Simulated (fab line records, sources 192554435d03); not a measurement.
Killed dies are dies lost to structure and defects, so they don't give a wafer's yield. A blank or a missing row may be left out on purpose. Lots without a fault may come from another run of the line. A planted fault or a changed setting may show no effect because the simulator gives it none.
Split-lot experiment | flow n5_finfet | 4 lots, 21 wafers read, on a route of 1938 steps

THE SPLIT
At N5_BEOL_M9_PECVD_70 (deposits SiO2 from TEOS/O2, target thk 20 nm, time 22.7 s), the setting temp_c was moved away from the recipe's 400 C on 6 of the 21 wafers read, by +2.4% to +3.8%. The other wafers ran this setting at the recipe's value.

The reading is taken at the split's own step.

THE READING
SiO2_of_BEOL_M9_PECVD_70.thk_nm (the simulator's own value, which no gauge read), in nm, at N5_BEOL_M9_PECVD_70 (deposits SiO2 from TEOS/O2, target thk 20 nm, time 22.7 s). The file gives no usual value for it. The 15 wafers here that ran the recipe average 20.0 nm, standard deviation 0.35 nm.

wafer  | tool, chamber at the split | temp_c as run, C | against the recipe | SiO2_of_BEOL_M9_PECVD_70.thk_nm, nm | against lot-mates on the recipe
L081.4 | pecvd-04, 0                | 400              | recipe             | 20.4                                | -
L081.6 | pecvd-04, 0                | 400              | recipe             | 20.4                                | -
L081.5 | pecvd-04, 2                | 400              | recipe             | 19.8                                | -
L079.1 | pecvd-04, 1                | 415.4            | +3.8%              | 17.4                                | -2.5
L079.2 | pecvd-04, 2                | 400              | recipe             | 19.2                                | -
L079.3 | pecvd-04, 0                | 400              | recipe             | 20.2                                | -
L079.4 | pecvd-04, 0                | 400              | recipe             | 20.4                                | -
L079.5 | pecvd-04, 2,1              | 415.4            | +3.8%              | 17.8                                | -2.1
L079.6 | pecvd-04, 2,1              | 415.4            | +3.8%              | 17.8                                | -2.1
L089.1 | pecvd-04, 2                | 400              | recipe             | 19.6                                | -
L089.2 | pecvd-04, 1                | 400              | recipe             | 19.8                                | -
L089.3 | pecvd-04, 0,2,1            | 400              | recipe             | 20                                  | -
L089.4 | pecvd-04, 0,2,1            | 400              | recipe             | 20                                  | -
L089.6 | pecvd-04, 0,2,1            | 400              | recipe             | 20                                  | -
L089.5 | pecvd-04, 0                | 400              | recipe             | 20.4                                | -
L087.1 | pecvd-04, 0                | 409.6            | +2.4%              | 18.6                                | -1.1
L087.2 | pecvd-04, 2,1              | 400              | recipe             | 19.6                                | -
L087.3 | pecvd-04, 2,1              | 400              | recipe             | 19.6                                | -
L087.4 | pecvd-04, 1                | 400              | recipe             | 20                                  | -
L087.5 | pecvd-04, 0                | 409.6            | +2.4%              | 19.2                                | -0.5
L087.6 | pecvd-04, 2                | 409.6            | +2.4%              | 18.2                                | -1.5
Where a row lists several chambers, the file gives one row for several wafers and doesn't say which wafer went through which chamber.

THE FIT
A straight line over all 21 wafers: SiO2_of_BEOL_M9_PECVD_70.thk_nm changes by -0.582 nm for each +1% of temp_c; r = -0.93; the points scatter about the line by 0.36 nm.
The same after taking each lot's own level away (the mean of its wafers on the recipe; 21 wafers): -0.554 nm for each +1%; r = -0.92; scatter 0.35 nm.
On that fit, the largest move of temp_c shifts the reading by 2.1 nm.
The lots' own levels span 19.73 to 20.20 nm, that is 1.3 times the standard deviation above.
So the lot-to-lot level changes the slope little: the two slopes agree.
Check: with one of the wafers moved furthest among these (+3.8%) left out of the fit, the line predicts -1.98 nm for it against its lot-mates. It came out at -2.53 nm against them.

OTHER SPLITS ON THESE WAFERS
These wafers also went through other splits before the reading. Each is held against what the fit with the lots' levels taken away leaves over:
other split on the same wafers | wafers away from the commonest value | r with SiO2_of_BEOL_M9_PECVD_70.thk_nm (lot level and that fit taken away)
N5_BEOL_M3_ETCH_64 time_s      | 3                                    | -0.13
N5_BEOL_M3_ALD_98 ald_cycles   | 9                                    | +0.09
N5_BEOL_M4_DESCUM_33 time_s    | 9                                    | -0.02
N5_BEOL_M7_COAT_60 spin_rpm    | 6                                    | -0.23
N5_BEOL_M8_COAT_63 spin_rpm    | 9                                    | -0.14

THE FILE'S OWN FIT
SiO2_of_BEOL_M9_PECVD_70.thk_nm changes by -0.548 nm for each +1% of temp_c, r = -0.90.
